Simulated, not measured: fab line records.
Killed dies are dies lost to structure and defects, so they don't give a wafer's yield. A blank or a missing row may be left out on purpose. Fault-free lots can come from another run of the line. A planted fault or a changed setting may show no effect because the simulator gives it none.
A single fault, viewed from 3 desks -- flow n5-finfet -- each desk holds nothing but its own numbers, with what lay behind them at the end

== THE DEFECT DESK ==
For each lot, the counts of the inspections along the route, averaged over the sampled wafers that have a number. A lot is out of limits, marked OUT, if its mean lies more than 4 standard deviations from the usual mean; the brackets give that distance.
Columns: A = raw-defect-count at N5_BEOL_M2_INSPECT_13, usual 436
lot,first seen here,A
L412,day 6 17:52,393
L416,day 7 17:34,446
L419,day 8 03:19,483
L415,day 8 03:32,439
L417,day 8 03:42,472
L426,day 10 05:34,1127 (+7.9) OUT
L427,day 10 19:58,1018 (+6.7) OUT
L431,day 11 09:57,336
L432,day 11 19:20,373
L435,day 12 09:41,400
This desk's finding: out of limits on L426, L427; first on L426, day 10 05:34 (raw-defect-count at N5_BEOL_M2_INSPECT_13). In limits: L412, L416, L419, L415, L417, L431, L432, L435.

== TOOL OWNER'S DESK, pecvd-02 ==
The tool's own readings at N5_BEOL_M2_ILD_DEP_00 (deposits SiOC from DEMS/O2, target thk 79 nm, time 15.3 s): means of the sampled wafers that have a number, for each lot that ran on this tool. A lot is out of limits, marked OUT, if its mean lies more than 4 standard deviations from the usual mean; the brackets give that distance.
Columns: A = heater-power-w at N5_BEOL_M2_ILD_DEP_00, usual 482 W; B = showerhead-plenum-p-Torr at N5_BEOL_M2_ILD_DEP_00, usual 5.699 Torr; C = throttle-valve-pct at N5_BEOL_M2_ILD_DEP_00, usual 11.8 %
lot,first seen here,A,B,C
L416,day 7 15:59,524,5.700,11.9
L419,day 8 01:56,498,5.692,11.9
L415,day 8 02:07,558,5.689,11.9
L417,day 8 02:20,516,5.693,12.0
L426,day 10 04:14,505,5.696,12.0
L427,day 10 18:56,518,5.698,11.7
Result from this desk: across the 6 lots, nothing is out of limits.

== FROM THE METROLOGY DESK ==
What the gauges read, lot by lot, whatever tool the lot ran on: means of the sampled wafers that have a number. A lot is out of limits, marked OUT, if its mean lies more than 4 standard deviations from the usual mean; the brackets give that distance. Only the readings that lie furthest out on some lot appear, 7 of the 11 it has.
Columns: A = DIBL_N at N5_BEOL_M4_RC_MEAS_101, usual 37.2 mV/V; B = DIBL_P at N5_BEOL_M4_RC_MEAS_101, usual 38 mV/V; C = IOFF_N at N5_BEOL_M4_RC_MEAS_101, usual 0.17 nA/um; D = IOFF_P at N5_BEOL_M4_RC_MEAS_101, usual 0.24 nA/um; E = ION_P at N5_BEOL_M4_RC_MEAS_101, usual 461 uA/um; F = SS_P at N5_BEOL_M4_RC_MEAS_101, usual 73.6 mV/dec; G = VT_P at N5_BEOL_M4_RC_MEAS_101, usual -249 mV
lot,first seen here,A,B,C,D,E,F,G
L412,day 6 17:48,36.8,37,0.15,0.20,455,73.6,-253
L416,day 7 17:30,37.8,38,0.16,0.24,464,73.6,-246
L419,day 8 03:15,37.4,37,0.18,0.24,464,73.6,-250
L415,day 8 03:29,37.7,38,0.17,0.27,458,74.1,-248
L417,day 8 03:38,38.5,39,0.18,0.25,467,74.2,-249
L426,day 10 05:30,36.8,38,0.15,0.21,457,73.4,-251
L427,day 10 19:55,40.4,44,0.25,0.37,474,75.3,-239
L431,day 11 09:54,35.6,37,0.15,0.22,460,72.5,-250
L432,day 11 19:16,37.2,37,0.15,0.24,460,73.5,-248
L435,day 12 09:38,32.9,34,0.12,0.16,456,72.1,-254
Result from this desk: across the 10 lots, nothing is out of limits.

== PUT TOGETHER ==
The defect desk could have raised an alarm at day 10 05:34, on L426, L427.
The tool owner's desk saw nothing out of limits.
At the metrology desk, nothing out of limits was observed.
The tool owner's desk has L426, L427 on record, within its limits.
The metrology desk has L426, L427 on record, within its limits.
Every lot named ran N5_BEOL_M2_ILD_DEP_00 on pecvd-02.

== WHAT HAD BEEN PUT IN BY THE SIMULATOR ==
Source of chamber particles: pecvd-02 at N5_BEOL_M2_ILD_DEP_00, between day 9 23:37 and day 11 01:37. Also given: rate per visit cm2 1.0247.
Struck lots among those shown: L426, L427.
Hours from the fault's start to each desk's first reading out of limits: the defect desk, 6.
